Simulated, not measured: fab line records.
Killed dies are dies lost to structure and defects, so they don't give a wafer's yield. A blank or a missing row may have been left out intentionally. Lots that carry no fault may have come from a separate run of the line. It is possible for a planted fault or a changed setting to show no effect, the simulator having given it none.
Which tool is to blame? | flow n5Finfet | 24 lots with 72 wafers sampled at 4 steps, on a route of 1938 steps

== WHAT THE GAUGES READ, wafer by wafer ==
N5_BEOL_M0_SAQP_THK_MEAS_05.
lot  | measured     | on           | thkNm (nm)
L074 | day 5 10:26  | filmMetro-01 | 60.3 59.7 61.1
L075 | day 5 18:26  | filmMetro-01 | 60.8 59.3 61.7
L076 | day 5 21:27  | filmMetro-02 | 59.1 58.6 60.8
L077 | day 6 05:04  | filmMetro-01 | 60.1 58.5 58.9
L078 | day 6 09:36  | filmMetro-01 | 58.2 59.3 60.2
L079 | day 6 17:45  | filmMetro-02 | 60.4 58.5 59.8
L081 | day 7 06:28  | filmMetro-02 | 59.0 60.5 59.8
L080 | day 7 12:34  | filmMetro-02 | 59.8 58.7 59.7
L082 | day 7 17:25  | filmMetro-02 | 59.4 60.3 60.3
L083 | day 7 17:57  | filmMetro-02 | 57.9 60.0 60.2
L084 | day 8 04:14  | filmMetro-02 | 59.3 58.2 61.6
L085 | day 8 10:26  | filmMetro-01 | 59.6 61.1 60.4
L086 | day 8 11:34  | filmMetro-02 | 60.7 57.7 59.1
L087 | day 8 19:46  | filmMetro-02 | 59.4 59.5 61.2
L088 | day 9 02:47  | filmMetro-01 | 58.2 59.6 60.3
L089 | day 9 07:13  | filmMetro-01 | 58.9 60.0 59.4
L090 | day 9 10:59  | filmMetro-02 | 60.3 59.2 59.7
L091 | day 9 19:59  | filmMetro-01 | 59.0 60.4 59.0
L092 | day 10 05:36 | filmMetro-02 | 59.5 61.4 60.2
L093 | day 10 08:01 | filmMetro-01 | 58.5 59.1 60.1
L094 | day 10 14:22 | filmMetro-01 | 59.8 61.3 59.6
L095 | day 10 18:10 | filmMetro-01 | 58.0 58.2 59.5
L096 | day 10 23:17 | filmMetro-01 | 59.5 61.0 61.1
L097 | day 11 08:35 | filmMetro-01 | 60.3 61.4 60.3

N5_BEOL_M0_SAQP_CD_MEAS_25: target cd 13.1 nm.
lot  | measured     | on       | cdNm (nm)
L074 | day 5 12:35  | cdSem-03 | 12.79 12.72 12.78
L075 | day 5 20:36  | cdSem-01 | 12.37 12.61 12.43
L076 | day 6 00:37  | cdSem-01 | 12.80 12.74 12.38
L077 | day 6 07:17  | cdSem-02 | 12.87 13.06 12.71
L078 | day 6 13:10  | cdSem-01 | 12.82 12.89 12.68
L079 | day 6 19:58  | cdSem-01 | 12.81 12.58 12.87
L081 | day 7 08:44  | cdSem-01 | 12.46 13.01 12.77
L080 | day 7 14:34  | cdSem-01 | 12.50 12.49 12.64
L082 | day 7 19:49  | cdSem-01 | 12.78 12.67 12.89
L083 | day 7 20:18  | cdSem-02 | 12.67 12.72 12.38
L084 | day 8 06:27  | cdSem-03 | 12.71 12.22 12.70
L085 | day 8 13:52  | cdSem-01 | 12.98 12.58 12.89
L086 | day 8 14:16  | cdSem-01 | 12.70 12.23 12.64
L087 | day 8 21:56  | cdSem-03 | 13.01 12.94 12.83
L088 | day 9 04:57  | cdSem-03 | 12.89 12.56 12.60
L089 | day 9 09:22  | cdSem-03 | 12.97 12.69 12.81
L090 | day 9 13:33  | cdSem-03 | 12.71 12.89 12.41
L091 | day 9 22:10  | cdSem-02 | 12.69 12.98 12.59
L092 | day 10 08:07 | cdSem-02 | 13.06 12.73 12.88
L093 | day 10 11:13 | cdSem-03 | 12.62 12.27 12.81
L094 | day 10 17:17 | cdSem-03 | 12.57 13.02 12.74
L095 | day 10 20:14 | cdSem-01 | 13.11 12.74 13.28
L096 | day 11 04:24 | cdSem-01 | 12.83 12.86 12.66
L097 | day 11 10:35 | cdSem-03 | 12.95 12.86 12.53

== WHICH TOOL RAN EACH LOT (tool, then ch and the chambers of the sampled wafers, then the start) ==
lot  | N5_MOL_CONTACT_COAG_CMP_52    | N5_BEOL_M0_SAQP_ETCH_83
L074 | cmp-04 ch 0,3, day 5 04:58    | rieDiel-06 ch 0,1,2, day 5 11:03
L075 | cmp-02 ch 0,1,2, day 5 13:20  | rieDiel-01 ch 0,1, day 5 19:04
L076 | cmp-02 ch 0,1,3, day 5 16:51  | rieDiel-04 ch 0,1,3, day 5 22:03
L077 | cmp-04 ch 1,2,3, day 6 00:16  | rieDiel-06 ch 0,1,2, day 6 05:45
L078 | cmp-04 ch 2,3, day 6 04:14    | rieDiel-01 ch 0,2, day 6 10:36
L079 | cmp-04 ch 1,2,3, day 6 11:26  | rieDiel-04 ch 1,2, day 6 18:22
L081 | cmp-01 ch 1,2,3, day 7 00:26  | rieDiel-04 ch 0,1, day 7 07:05
L080 | cmp-01 ch 0,1, day 7 05:17    | rieDiel-06 ch 0,2,3, day 7 13:02
L082 | cmp-04 ch 0,1,3, day 7 09:47  | rieDiel-01 ch 1,2,3, day 7 18:10
L083 | cmp-04 ch 0,1, day 7 10:33    | rieDiel-04 ch 2,3, day 7 18:34
L084 | cmp-04 ch 0,2, day 7 23:34    | rieDiel-01 ch 0,1, day 8 04:43
L085 | cmp-04 ch 1,2,3, day 8 02:56  | rieDiel-01 ch 1,2,3, day 8 10:55
L086 | cmp-01 ch 1,2,3, day 8 06:46  | rieDiel-04 ch 0,1,3, day 8 12:11
L087 | cmp-01 ch 1,3, day 8 10:40    | rieDiel-01 ch 0,3, day 8 20:22
L088 | cmp-01 ch 0,1,2, day 8 22:04  | rieDiel-06 ch 0,1,3, day 9 03:24
L089 | cmp-01 ch 1,3, day 9 01:17    | rieDiel-04 ch 0,1, day 9 07:50
L090 | cmp-02 ch 1,2,3, day 9 05:52  | rieDiel-01 ch 0,2, day 9 11:28
L091 | cmp-04 ch 1,2,3, day 9 13:56  | rieDiel-04 ch 0,2,3, day 9 20:37
L092 | cmp-02 ch 0,1,3, day 9 23:35  | rieDiel-04 ch 0,2,3, day 10 06:34
L093 | cmp-01 ch 2,3, day 10 00:59   | rieDiel-01 ch 2,3, day 10 08:30
L094 | cmp-01 ch 0,1, day 10 09:01   | rieDiel-04 ch 2,3, day 10 15:28
L095 | cmp-02 ch 0,2,3, day 10 12:01 | rieDiel-06 ch 0,2,3, day 10 18:42
L096 | cmp-01 ch 0,1,2, day 10 18:04 | rieDiel-01 ch 1,2, day 10 23:55
L097 | cmp-02 ch 0,1,3, day 11 03:26 | rieDiel-06 ch 0,3, day 11 09:04
- N5_MOL_CONTACT_COAG_CMP_52: polishes, stops on SiO2, t overpolish 1.5 s, target thk 66.5 nm.
- N5_BEOL_M0_SAQP_ETCH_83: etches SiARC in CF4, target depth 39 nm, time 65 s.

== WHAT THE TOOLS THEMSELVES READ (means of the sampled wafers that have a number; where no wafer has one, the mark that the record gives instead) ==
N5_MOL_CONTACT_COAG_CMP_52.
lot  | tool   | motorCurrentA (A) | overpolishRunS (s) | timeToEndpointS (s)
L074 | cmp-04 | 12.7              | 1.501              | 15.3
L075 | cmp-02 | 13.3              | 1.499              | 15.4
L076 | cmp-02 | 11.8              | 1.500              | 12.0
L077 | cmp-04 | 12.8              | 1.489              | 14.6
L078 | cmp-04 | 13.3              | 1.499              | 11.2
L079 | cmp-04 | 12.7              | 1.503              | 15.7
L081 | cmp-01 | 12.5              | 1.496              | 12.9
L080 | cmp-01 | 12.6              | 1.497              | 15.0
L082 | cmp-04 | 12.3              | 1.505              | 13.7
L083 | cmp-04 | 11.7              | 1.490              | 13.3
L084 | cmp-04 | 11.6              | 1.504              | 13.8
L085 | cmp-04 | 13.0              | 1.504              | 15.2
L086 | cmp-01 | 12.8              | 1.503              | 16.0
L087 | cmp-01 | 11.7              | 1.503              | 14.5
L088 | cmp-01 | 12.6              | 1.492              | 14.4
L089 | cmp-01 | 12.2              | 1.500              | 15.7
L090 | cmp-02 | 12.8              | 1.503              | 11.8
L091 | cmp-04 | 12.8              | 1.510              | 13.6
L092 | cmp-02 | 11.7              | 1.499              | 12.3
L093 | cmp-01 | 13.2              | 1.496              | 11.6
L094 | cmp-01 | 11.8              | 1.503              | 11.8
L095 | cmp-02 | 13.3              | 1.495              | 8.8
L096 | cmp-01 | 13.6              | 1.498              | 15.2
L097 | cmp-02 | 12.1              | 1.499              | 11.9

N5_BEOL_M0_SAQP_ETCH_83.
lot  | tool       | drypumpMotorCurrentA (A) | etchRfOnTimeS (s) | oesProductAu (a.u.) | rfVppV (V) | showerheadPlenumPTorr (Torr) | throttleValvePct (%)
L074 | rieDiel-06 | 5.5                      | 64.4              | 0.67                | 183.9      | 2.12                         | 15.62
L075 | rieDiel-01 | 6.1                      | 67.7              | 0.60                | 184.3      | 2.15                         | 15.60
L076 | rieDiel-04 | 5.3                      | 65.6              | 0.59                | 184.8      | 2.17                         | 15.97
L077 | rieDiel-06 | 5.5                      | 65.8              | 0.66                | 183.8      | 2.12                         | 15.62
L078 | rieDiel-01 | 5.5                      | 62.4              | 0.70                | 183.8      | 2.16                         | 15.62
L079 | rieDiel-04 | 5.6                      | 61.4              | 0.65                | 183.8      | 2.10                         | 15.63
L081 | rieDiel-04 | 5.4                      | 64.8              | 0.60                | 185.2      | 2.20                         | 16.10
L080 | rieDiel-06 | 5.3                      | 66.0              | 0.67                | 184.1      | 2.12                         | 15.66
L082 | rieDiel-01 | 5.4                      | 64.4              | 0.71                | 185.0      | 2.19                         | 15.59
L083 | rieDiel-04 | 5.3                      | 61.6              | 0.79                | 182.7      | 2.09                         | 15.40
L084 | rieDiel-01 | 5.9                      | 66.8              | 0.71                | 184.0      | 2.19                         | 15.42
L085 | rieDiel-01 | 5.4                      | 63.4              | 0.71                | 184.0      | 2.19                         | 15.60
L086 | rieDiel-04 | 5.4                      | 64.0              | 0.67                | 185.2      | 2.17                         | 15.86
L087 | rieDiel-01 | 5.7                      | 63.9              | 0.75                | 183.9      | 2.15                         | 15.44
L088 | rieDiel-06 | 5.4                      | 64.4              | 0.61                | 184.1      | 2.09                         | 15.78
L089 | rieDiel-04 | 5.5                      | 64.4              | 0.59                | 184.9      | 2.19                         | 16.09
L090 | rieDiel-01 | 5.5                      | 61.4              | 0.77                | 184.1      | 2.15                         | 15.48
L091 | rieDiel-04 | 5.4                      | 63.1              | 0.68                | 182.7      | 2.12                         | 15.70
L092 | rieDiel-04 | 5.3                      | 62.4              | 0.68                | 183.2      | 2.11                         | 15.70
L093 | rieDiel-01 | 5.2                      | 62.4              | 0.72                | 184.7      | 2.17                         | 15.64
L094 | rieDiel-04 | 5.3                      | 61.7              | 0.74                | 184.0      | 2.08                         | 15.44
L095 | rieDiel-06 | 5.2                      | 64.7              | 0.65                | 184.3      | 2.11                         | 15.69
L096 | rieDiel-01 | 5.6                      | 65.6              | 0.66                | 184.9      | 2.21                         | 15.65
L097 | rieDiel-06 | 5.3                      | 63.9              | 0.62                | 182.9      | 2.07                         | 15.97

== THE ANSWER, worked out from the rows above alone ==
Rule: the usual values come from the lots themselves. The widest of any qualifying gaps counts: lots, ordered by their means at a reading, are off when they make up no more than a third of the lots, leave a main group of 4 or more, and stand apart from it by 3 or more times the standard deviation of that group's means. Not used: any main group whose means are identical at the precision the tables above print for the reading. A lot without any number at a reading at which 4 lots or more have one is off too. Where the step has rows for the other lots, those lots are counted as sound. The gauges are gone through in route order, then the tools' own readings, and for those a lot's mean is taken as printed above. The first step at which some lot is off is used, and at that step the reading that is off furthest; a lot without a number counts as furthest.
None of the lots is off at any reading shown; this tells nothing.

== WHAT THE SIMULATOR HAD INSERTED ==
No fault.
